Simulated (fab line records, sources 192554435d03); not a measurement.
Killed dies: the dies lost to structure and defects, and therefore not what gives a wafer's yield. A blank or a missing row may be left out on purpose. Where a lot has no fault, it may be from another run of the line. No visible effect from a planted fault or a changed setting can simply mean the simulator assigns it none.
Chamber matching + flow n5Finfet + N5_FIN_SAQP_ETCH_67 on rieDiel-01: 4 sister chambers
The step etches SiNx in CH3F/O2, target depth 30 nm. 18 wafers are shown with their chamber, then 9 later ones without.

## WAFERS PAIRED WITH THEIR CHAMBERS
| wafer  | chamber | rfVppV (V) | drypumpMotorCurrentA (A) | showerheadPlenumPTorr (Torr) |
|--------|---------|------------|--------------------------|------------------------------|
| L075.3 | 3       | 284        | 4.8                      | 2.03                         |
| L075.4 | 1       | 318        | 5.5                      | 2.07                         |
| L075.5 | 3       | 285        | 4.8                      | 2.03                         |
| L078.1 | 1       | 317        | 5.5                      | 2.07                         |
| L078.3 | 2       | 299        | 5.6                      | 2.06                         |
| L078.4 | 3       | 285        | 4.8                      | 2.03                         |
| L079.2 | 2       | 296        | 5.6                      | 2.06                         |
| L079.3 | 3       | 285        | 4.8                      | 2.03                         |
| L079.4 | 0       | 314        | 5.7                      | 2.09                         |
| L085.1 | 0       | 315        | 5.6                      | 2.09                         |
| L085.2 | 1       | 318        | 5.6                      | 2.06                         |
| L085.6 | 3       | 286        | 4.8                      | 2.02                         |
| L089.2 | 2       | 297        | 5.5                      | 2.06                         |
| L089.5 | 1       | 317        | 5.5                      | 2.06                         |
| L089.6 | 3       | 286        | 4.8                      | 2.02                         |
| L090.4 | 1       | 317        | 5.5                      | 2.06                         |
| L090.5 | 3       | 284        | 4.8                      | 2.02                         |
| L090.6 | 0       | 315        | 5.7                      | 2.09                         |

SIGNATURES, as means of the wafers listed above
| reading               | chamber 0 | chamber 1 | chamber 2 | chamber 3 | scatter within a chamber |
|-----------------------|-----------|-----------|-----------|-----------|--------------------------|
| rfVppV                | 314.67    | 317.40    | 297.33    | 285.00    | 0.867                    |
| drypumpMotorCurrentA  | 5.667     | 5.520     | 5.567     | 4.800     | 0.039                    |
| showerheadPlenumPTorr | 2.0900    | 2.0640    | 2.0600    | 2.0257    | 0.00456                  |
Rule: for a wafer and a chamber, the distance is found by dividing, reading by reading, the gap between the wafer's reading and the chamber's mean by the reading's scatter, squaring, summing and taking the root. The wafer belongs to the nearest chamber; if the next one is less than 2 further off, it can't be placed. How the scatter is found: for the shown wafers, subtract from each reading the mean of its chamber, square and add these, divide the total by (wafers less chambers), then take the root.

## WAFERS WITHOUT THEIR CHAMBER
| wafer  | rfVppV (V) | drypumpMotorCurrentA (A) | showerheadPlenumPTorr (Torr) |
|--------|------------|--------------------------|------------------------------|
| L093.1 | 285        | 4.8                      | 2.01                         |
| L093.4 | 286        | 4.8                      | 2.01                         |
| L093.5 | 314        | 5.6                      | 2.08                         |
| L096.1 | 316        | 5.5                      | 2.05                         |
| L096.3 | 285        | 4.8                      | 2.01                         |
| L096.5 | 287        | 4.8                      | 2.01                         |
| L097.2 | 314        | 5.6                      | 2.08                         |
| L097.4 | 297        | 5.6                      | 2.05                         |
| L097.5 | 318        | 5.5                      | 2.05                         |

## WHICH CHAMBER EACH WENT THROUGH
| wafer  | from the rows above | in truth |
|--------|---------------------|----------|
| L093.1 | 3                   | 3        |
| L093.4 | 3                   | 3        |
| L093.5 | 0                   | 0        |
| L096.1 | 1                   | 1        |
| L096.3 | 3                   | 3        |
| L096.5 | 3                   | 3        |
| L097.2 | 0                   | 0        |
| L097.4 | 2                   | 2        |
| L097.5 | 1                   | 1        |
Placed correctly: 9 of 9. Not placeable from these rows: 0. Placed wrongly: 0.
